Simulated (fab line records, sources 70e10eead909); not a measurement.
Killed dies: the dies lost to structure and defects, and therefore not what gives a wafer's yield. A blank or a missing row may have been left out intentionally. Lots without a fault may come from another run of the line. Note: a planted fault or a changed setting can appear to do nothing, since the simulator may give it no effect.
Which tool is to blame?	flow nandHarc	Sampling: 24 lots, 72 wafers, 6 of 1302 route steps

## WHAT THE GAUGES READ, wafer by wafer
NHARC_P_BONDPAD_CD_MEAS_13.
lot	measured	on	cdNm (nm)
L074	day 6 08:37	cdSem-02	499.2 497.2 501.7
L075	day 7 06:40	cdSem-03	499.5 496.5 495.4
L076	day 7 14:59	cdSem-01	500.2 496.2 494.5
L077	day 7 21:43	cdSem-03	502.5 497.8 499.8
L078	day 8 10:42	cdSem-02	496.6 499.3 496.8
L079	day 8 20:50	cdSem-01	501.5 496.5 503.0
L080	day 8 22:53	cdSem-03	496.2 503.2 503.1
L081	day 9 12:21	cdSem-01	500.6 497.5 499.6
L082	day 9 22:05	cdSem-03	497.8 500.8 496.0
L083	day 10 11:08	cdSem-01	494.5 500.9 500.2
L084	day 10 21:47	cdSem-03	499.2 501.7 501.2
L085	day 11 06:40	cdSem-03	495.4 497.6 495.0
L086	day 11 10:34	cdSem-01	500.0 497.2 494.0
L087	day 12 01:05	cdSem-02	499.3 495.9 495.4
L088	day 12 23:14	cdSem-03	502.8 496.3 503.0
L089	day 13 00:13	cdSem-03	502.6 501.6 500.2
L090	day 13 17:36	cdSem-01	498.4 495.8 497.2
L091	day 13 23:15	cdSem-01	494.3 499.9 499.0
L092	day 13 23:58	cdSem-03	498.9 498.6 494.2
L093	day 14 17:40	cdSem-03	502.3 502.4 497.6
L094	day 14 18:07	cdSem-03	503.5 500.9 503.1
L095	day 15 03:56	cdSem-02	497.9 496.1 496.9
L096	day 15 14:13	cdSem-02	500.0 504.9 496.7
L097	day 16 08:59	cdSem-02	498.6 497.5 495.8

## WHAT TOOL EACH LOT RAN ON (gives the tool, then ch and the chambers of the sampled wafers, and finally the start)
lot	NHARC_P_M1_CMP_23	NHARC_P_M2_DESCUM_14	NHARC_P_M2_PRE_CLEAN_30	NHARC_P_M2_PRE_CLEAN_32	NHARC_P_BONDPAD_ETCH_12
L074	cmp-01 ch 0,1, day 6 01:49	rieDiel-10 ch 0,1, day 6 03:46	pvdSputter-01, day 6 06:29 or earlier	pecvd-01 ch 0,1, day 6 06:29	rieDiel-01 ch 1,2, day 6 08:37 or earlier
L075	cmp-04 ch 0,1,2, day 6 23:46	rieDiel-04 ch 0,3, day 7 01:41	pvdSputter-01, day 7 04:26 or earlier	pecvd-01 ch 1,2, day 7 04:26	rieDiel-05 ch 0,2,3, day 7 06:40 or earlier
L076	cmp-01 ch 1,2,3, day 7 07:54	rieDiel-11 ch 0,1,2, day 7 09:57	pvdSputter-01, day 7 12:45 or earlier	pecvd-04 ch 0,1, day 7 12:45	rieDiel-01 ch 1,2,3, day 7 14:59 or earlier
L077	cmp-04 ch 1,2,3, day 7 14:34	rieDiel-04 ch 2,3, day 7 16:40	pvdSputter-02, day 7 19:36 or earlier	pecvd-01 ch 0,2, day 7 19:36	rieDiel-03 ch 0,1,3, day 7 21:43 or earlier
L078	cmp-04 ch 0,1,2, day 8 02:49	rieDiel-11 ch 1,3, day 8 05:32	pvdSputter-01, day 8 08:11 or earlier	pecvd-01 ch 0,1, day 8 08:11	rieDiel-01 ch 1,2,3, day 8 10:42 or earlier
L079	cmp-04 ch 2,3, day 8 13:52	rieDiel-11 ch 2,3, day 8 15:56	pvdSputter-03, day 8 18:35 or earlier	pecvd-02 ch 0,1,2, day 8 18:35	rieDiel-03 ch 0,3, day 8 20:50 or earlier
L080	cmp-03 ch 0,2, day 8 16:06	rieDiel-10 ch 2,3, day 8 18:07	pvdSputter-02, day 8 20:47 or earlier	pecvd-01 ch 0,1,2, day 8 20:47	rieDiel-01 ch 1,3, day 8 22:53 or earlier
L081	cmp-04 ch 2,3, day 9 05:23	rieDiel-04 ch 0,2,3, day 9 07:28	pvdSputter-02, day 9 10:09 or earlier	pecvd-02 ch 0,1,2, day 9 10:09	rieDiel-03 ch 1,2,3, day 9 12:21 or earlier
L082	cmp-01 ch 0,2, day 9 15:17	rieDiel-10 ch 0,1,2, day 9 17:11	pvdSputter-02, day 9 19:51 or earlier	pecvd-01 ch 0,1,2, day 9 19:51	rieDiel-03 ch 0,2, day 9 22:05 or earlier
L083	cmp-01 ch 0,2,3, day 10 04:24	rieDiel-11 ch 1,2, day 10 06:20	pvdSputter-03, day 10 09:01 or earlier	pecvd-02 ch 0,1,2, day 10 09:01	rieDiel-01 ch 2,3, day 10 11:08 or earlier
L084	cmp-04 ch 0,1,3, day 10 14:53	rieDiel-10 ch 0,2,3, day 10 16:58	pvdSputter-02, day 10 19:38 or earlier	pecvd-01 ch 1,2, day 10 19:38	rieDiel-01 ch 1,3, day 10 21:47 or earlier
L085	cmp-03 ch 0,1,2, day 10 23:50	rieDiel-11 ch 0,2, day 11 01:44	pvdSputter-03, day 11 04:26 or earlier	pecvd-01 ch 0,1,2, day 11 04:26	rieDiel-01 ch 0,1, day 11 06:40 or earlier
L086	cmp-04 ch 1,2,3, day 11 03:35	rieDiel-04 ch 1,2,3, day 11 05:48	pvdSputter-03, day 11 08:26 or earlier	pecvd-01 ch 0,2, day 11 08:26	rieDiel-05 ch 0,1,2, day 11 10:34 or earlier
L087	cmp-04 ch 1,2,3, day 11 17:40	rieDiel-04 ch 1,2,3, day 11 19:52	pvdSputter-03, day 11 22:59 or earlier	pecvd-02 ch 0,1,2, day 11 22:59	rieDiel-03 ch 0,1,3, day 12 01:05 or earlier
L088	cmp-04 ch 1,2,3, day 12 16:13	rieDiel-10 ch 0,1,2, day 12 18:21	pvdSputter-01, day 12 21:00 or earlier	pecvd-04 ch 0,1,2, day 12 21:00	rieDiel-01 ch 0,1,2, day 12 23:14 or earlier
L089	cmp-03 ch 1,2,3, day 12 17:20	rieDiel-10 ch 0,1,3, day 12 19:21	pvdSputter-03, day 12 21:59 or earlier	pecvd-02 ch 0,1, day 12 21:59	rieDiel-01 ch 0,3, day 13 00:13 or earlier
L090	cmp-01 ch 0,2,3, day 13 10:38	rieDiel-10 ch 0,2,3, day 13 12:41	pvdSputter-02, day 13 15:21 or earlier	pecvd-01 ch 1,2, day 13 15:21	rieDiel-03 ch 0,1,3, day 13 17:36 or earlier
L091	cmp-01 ch 0,1,2, day 13 16:25	rieDiel-10 ch 2,3, day 13 18:23	pvdSputter-01, day 13 21:04 or earlier	pecvd-01 ch 0,1,2, day 13 21:04	rieDiel-03 ch 1,2,3, day 13 23:15 or earlier
L092	cmp-03 ch 1,2,3, day 13 17:03	rieDiel-11 ch 1,2, day 13 19:05	pvdSputter-03, day 13 21:45 or earlier	pecvd-04 ch 0,1,2, day 13 21:45	rieDiel-01 ch 0,3, day 13 23:58 or earlier
L093	cmp-04 ch 0,2,3, day 14 10:52	rieDiel-04 ch 0,2,3, day 14 12:47	pvdSputter-02, day 14 15:27 or earlier	pecvd-01 ch 0,1,2, day 14 15:27	rieDiel-01 ch 1,3, day 14 17:40 or earlier
L094	cmp-04 ch 0,1,3, day 14 11:12	rieDiel-04 ch 0,2,3, day 14 13:14	pvdSputter-03, day 14 15:55 or earlier	pecvd-04 ch 0,1,2, day 14 15:55	rieDiel-03 ch 2,3, day 14 18:07 or earlier
L095	cmp-01 ch 1,2,3, day 14 21:04	rieDiel-04 ch 0,3, day 14 22:59	pvdSputter-03, day 15 01:48 or earlier	pecvd-01 ch 0,1, day 15 01:48	rieDiel-05 ch 1,3, day 15 03:56 or earlier
L096	cmp-04 ch 1,2, day 15 07:17	rieDiel-11 ch 0,2, day 15 09:18	pvdSputter-02, day 15 11:59 or earlier	pecvd-04 ch 0,1,2, day 15 11:59	rieDiel-01 ch 1,3, day 15 14:13 or earlier
L097	cmp-04 ch 0,1,2, day 16 02:12	rieDiel-04 ch 0,2,3, day 16 04:13	pvdSputter-02, day 16 06:52 or earlier	pecvd-02 ch 0,2, day 16 06:52	rieDiel-01 ch 1,2,3, day 16 08:59 or earlier
- NHARC_P_M1_CMP_23: polishes, t overpolish 20 s, target thk 157.82 nm.
- NHARC_P_M2_DESCUM_14: chemistry O2, time 3 s.
- NHARC_P_M2_PRE_CLEAN_30: time 30 s.
- NHARC_P_M2_PRE_CLEAN_32: time 12 s.
- NHARC_P_BONDPAD_ETCH_12: etches the open film in CHF3/O2, target depth 200 nm, time 100 s.

## AS READ BY THE TOOLS THEMSELVES (means over the sampled wafers that have a number; for cases with no such wafer, the mark the record gives instead)
NHARC_P_M1_CMP_23.
lot	tool	motorCurrentA (A)	timeToEndpointS (s)
L074	cmp-01	11.6	31
L075	cmp-04	13.1	29
L076	cmp-01	12.2	33
L077	cmp-04	13.1	27
L078	cmp-04	13.3	28
L079	cmp-04	12.7	28
L080	cmp-03	12.6	22
L081	cmp-04	12.3	25
L082	cmp-01	11.5	26
L083	cmp-01	11.2	29
L084	cmp-04	12.2	28
L085	cmp-03	12.5	26
L086	cmp-04	12.8	29
L087	cmp-04	13.6	29
L088	cmp-04	13.6	29
L089	cmp-03	11.9	26
L090	cmp-01	11.4	31
L091	cmp-01	12.4	31
L092	cmp-03	12.7	24
L093	cmp-04	11.6	29
L094	cmp-04	12.6	30
L095	cmp-01	12.6	33
L096	cmp-04	14.6	30
L097	cmp-04	13.0	27

NHARC_P_M2_DESCUM_14.
lot	tool	drypumpMotorCurrentA (A)	oesProductAu (a.u.)	rfVppV (V)	showerheadPlenumPTorr (Torr)	throttleValvePct (%)
L074	rieDiel-10	5.4	0.991	58.7	1.92	11.314
L075	rieDiel-04	6.0	1.008	58.1	2.05	11.315
L076	rieDiel-11	5.7	0.992	58.2	1.93	11.309
L077	rieDiel-04	6.0	1.022	58.2	2.03	11.309
L078	rieDiel-11	5.3	1.003	59.0	2.02	11.318
L079	rieDiel-11	5.9	1.015	57.9	1.98	11.310
L080	rieDiel-10	6.2	0.995	57.7	1.96	11.304
L081	rieDiel-04	5.8	0.998	58.5	2.04	11.310
L082	rieDiel-10	5.6	1.006	57.9	1.90	11.310
L083	rieDiel-11	5.5	0.997	57.4	1.94	11.312
L084	rieDiel-10	5.9	0.996	58.3	1.94	11.307
L085	rieDiel-11	6.3	0.996	58.1	1.89	11.317
L086	rieDiel-04	5.6	0.982	58.0	2.04	11.310
L087	rieDiel-04	5.6	0.994	58.6	2.04	11.314
L088	rieDiel-10	5.6	0.995	58.2	1.90	11.314
L089	rieDiel-10	5.8	1.002	57.9	1.96	11.311
L090	rieDiel-10	5.9	1.004	58.7	1.94	11.312
L091	rieDiel-10	6.2	0.999	58.4	1.95	11.308
L092	rieDiel-11	6.0	0.990	58.3	1.91	11.303
L093	rieDiel-04	5.8	1.005	58.7	2.04	11.324
L094	rieDiel-04	5.8	1.003	57.4	2.04	11.316
L095	rieDiel-04	5.7	1.012	58.6	2.05	11.311
L096	rieDiel-11	6.3	0.991	57.2	1.89	11.320
L097	rieDiel-04	5.8	1.009	57.6	2.04	11.305

NHARC_P_M2_PRE_CLEAN_30.
lot	tool	heaterPowerW (W)
L074	pvdSputter-01	391
L075	pvdSputter-01	386
L076	pvdSputter-01	424
L077	pvdSputter-02	417
L078	pvdSputter-01	386
L079	pvdSputter-03	437
L080	pvdSputter-02	426
L081	pvdSputter-02	403
L082	pvdSputter-02	404
L083	pvdSputter-03	400
L084	pvdSputter-02	425
L085	pvdSputter-03	428
L086	pvdSputter-03	414
L087	pvdSputter-03	385
L088	pvdSputter-01	416
L089	pvdSputter-03	404
L090	pvdSputter-02	434
L091	pvdSputter-01	415
L092	pvdSputter-03	428
L093	pvdSputter-02	437
L094	pvdSputter-03	444
L095	pvdSputter-03	422
L096	pvdSputter-02	419
L097	pvdSputter-02	413

NHARC_P_M2_PRE_CLEAN_32.
lot	tool	heaterPowerW (W)
L074	pecvd-01	570
L075	pecvd-01	696
L076	pecvd-04	608
L077	pecvd-01	558
L078	pecvd-01	544
L079	pecvd-02	590
L080	pecvd-01	601
L081	pecvd-02	580
L082	pecvd-01	654
L083	pecvd-02	585
L084	pecvd-01	695
L085	pecvd-01	649
L086	pecvd-01	539
L087	pecvd-02	598
L088	pecvd-04	600
L089	pecvd-02	490
L090	pecvd-01	671
L091	pecvd-01	656
L092	pecvd-04	637
L093	pecvd-01	700
L094	pecvd-04	660
L095	pecvd-01	679
L096	pecvd-04	615
L097	pecvd-02	676

NHARC_P_BONDPAD_ETCH_12.
lot	tool	drypumpMotorCurrentA (A)	oesProductAu (a.u.)	rfVppV (V)	showerheadPlenumPTorr (Torr)	throttleValvePct (%)
L074	rieDiel-01	6.2	0.921	367.8	2.30	20.565
L075	rieDiel-05	5.9	0.965	370.1	2.37	20.567
L076	rieDiel-01	6.0	0.919	367.3	2.29	20.571
L077	rieDiel-03	5.7	0.924	371.6	2.46	20.563
L078	rieDiel-01	6.0	0.913	367.8	2.29	20.579
L079	rieDiel-03	5.4	0.940	373.8	2.55	20.574
L080	rieDiel-01	5.8	0.904	367.4	2.28	20.567
L081	rieDiel-03	5.8	0.929	371.2	2.44	20.565
L082	rieDiel-03	5.3	0.942	373.4	2.52	20.565
L083	rieDiel-01	6.1	0.979	367.9	2.29	20.567
L084	rieDiel-01	5.9	0.920	368.4	2.28	20.580
L085	rieDiel-01	6.0	0.918	368.2	2.32	20.570
L086	rieDiel-05	5.9	0.979	370.4	2.39	20.565
L087	rieDiel-03	5.7	0.917	372.0	2.46	20.577
L088	rieDiel-01	6.1	0.929	368.0	2.32	20.577
L089	rieDiel-01	6.0	0.924	368.7	2.33	20.576
L090	rieDiel-03	5.7	0.967	372.7	2.46	20.576
L091	rieDiel-03	5.8	0.967	371.6	2.44	20.571
L092	rieDiel-01	6.0	0.917	368.3	2.33	20.566
L093	rieDiel-01	5.9	0.937	368.0	2.28	20.582
L094	rieDiel-03	5.6	0.922	372.9	2.51	20.580
L095	rieDiel-05	5.9	0.933	370.5	2.40	20.571
L096	rieDiel-01	5.8	0.966	367.8	2.27	20.565
L097	rieDiel-01	6.0	0.975	368.3	2.29	20.569

## THE ANSWER, worked out from the rows above alone
Rule: what is usual is taken from the lots themselves. Put in order of their means at a reading, lots are off if they are a third of the lots or fewer, leave a main group of 4 or more, and stand apart from it by a gap of 3 or more times the standard deviation of the main group's means; of several such gaps the widest counts. Not used: any main group whose means are identical at the precision the tables above print for the reading. A lot without any number at a reading at which 4 lots or more have one is off too. The other lots that the step has rows for count as sound. After the gauges, taken in route order, come the tools' own readings; for these a lot's mean is taken, as printed above. At the first step where some lot is off, the reading lying furthest off is the one used; lots without a number count as furthest.
No lot is off at any reading shown: from this, nothing can be told.

## WHAT THE SIMULATOR HAD PUT IN
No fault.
